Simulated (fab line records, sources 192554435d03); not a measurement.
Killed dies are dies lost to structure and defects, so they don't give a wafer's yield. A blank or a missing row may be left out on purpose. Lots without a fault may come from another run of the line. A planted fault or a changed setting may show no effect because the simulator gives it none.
One fault seen from 2 desks | flow n5_finfet | each desk has only its own numbers; what lay behind them comes last

THE TOOL OWNER'S DESK: plasma_asher-01
The tool's own readings at N5_BEOL_M12_STRIP_37 (strips in N2/H2): means of the sampled wafers that have a number, for each lot that ran on this tool. A lot is out of limits, marked OUT, if its mean lies more than 4 standard deviations from the usual mean; the brackets give that distance.
Columns: A = drypump_motor_current_A at N5_BEOL_M12_STRIP_37, usual 5.6 A; B = h2_flow_sccm at N5_BEOL_M12_STRIP_37, usual 3250 sccm; C = heater_power_w at N5_BEOL_M12_STRIP_37, usual 357 W; D = oes_product_au at N5_BEOL_M12_STRIP_37, usual 0.791 a.u.
lot  | first seen here | A   | B              | C   | D
L263 | day 11 12:47    | 6.3 | 3260           | 384 | 0.787
L266 | day 12 07:46    | 5.7 | 3240           | 363 | 0.800
L264 | day 12 10:33    | 5.4 | 3246           | 361 | 0.789
L269 | day 12 15:49    | 6.0 | 3247           | 374 | 0.797
L270 | day 13 05:17    | 6.2 | 3578 (+36) OUT | 390 | 0.806
L273 | day 13 19:16    | 6.0 | 3570 (+35) OUT | 371 | 0.787
L282 | day 15 21:40    | 6.0 | 3258           | 374 | 0.785
L283 | day 16 18:13    | 5.7 | 3259           | 374 | 0.791
L284 | day 17 05:25    | 5.8 | 3260           | 364 | 0.781
This desk's finding: out of limits on L270, L273; first on L270, day 13 05:17 (h2_flow_sccm at N5_BEOL_M12_STRIP_37). In limits: L263, L266, L264, L269, L282, L283, L284.

THE METROLOGY DESK
What the gauges read, lot by lot, whatever tool the lot ran on: means of the sampled wafers that have a number. A lot is out of limits, marked OUT, if its mean lies more than 4 standard deviations from the usual mean; the brackets give that distance.
Columns: A = M12_OVL at N5_BEOL_M12_OVL_MEAS_29, usual 0 nm
lot  | first seen here | A
L263 | day 11 12:10    | -0
L266 | day 12 06:52    | 3
L264 | day 12 09:55    | 8
L269 | day 12 15:11    | -4
L265 | day 12 21:58    | 1
L270 | day 13 04:14    | 4
L273 | day 13 18:36    | 12
L277 | day 15 04:37    | 5
L282 | day 15 21:03    | -8
L283 | day 16 17:11    | -3
L285 | day 17 04:38    | -1
L284 | day 17 04:47    | -6
This desk's finding: nothing out of limits on any of the 12 lots.

PUT TOGETHER
The tool owner's desk could have raised an alarm at day 13 05:17, on L270, L273.
The metrology desk saw nothing out of limits.
The metrology desk has L270, L273 on record, within its limits.
Of the lots named, all ran N5_BEOL_M12_STRIP_37 on plasma_asher-01.

WHAT THE SIMULATOR HAD PUT IN
Process parameter drift: plasma_asher-01, from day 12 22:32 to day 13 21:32, at N5_BEOL_M12_STRIP_37. Setting h2_flow_sccm, moved by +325, from 3250. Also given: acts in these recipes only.
Lots struck among those shown: L270, L273.
Hours from the fault's start to each desk's first reading out of limits: the tool owner's desk, 7.
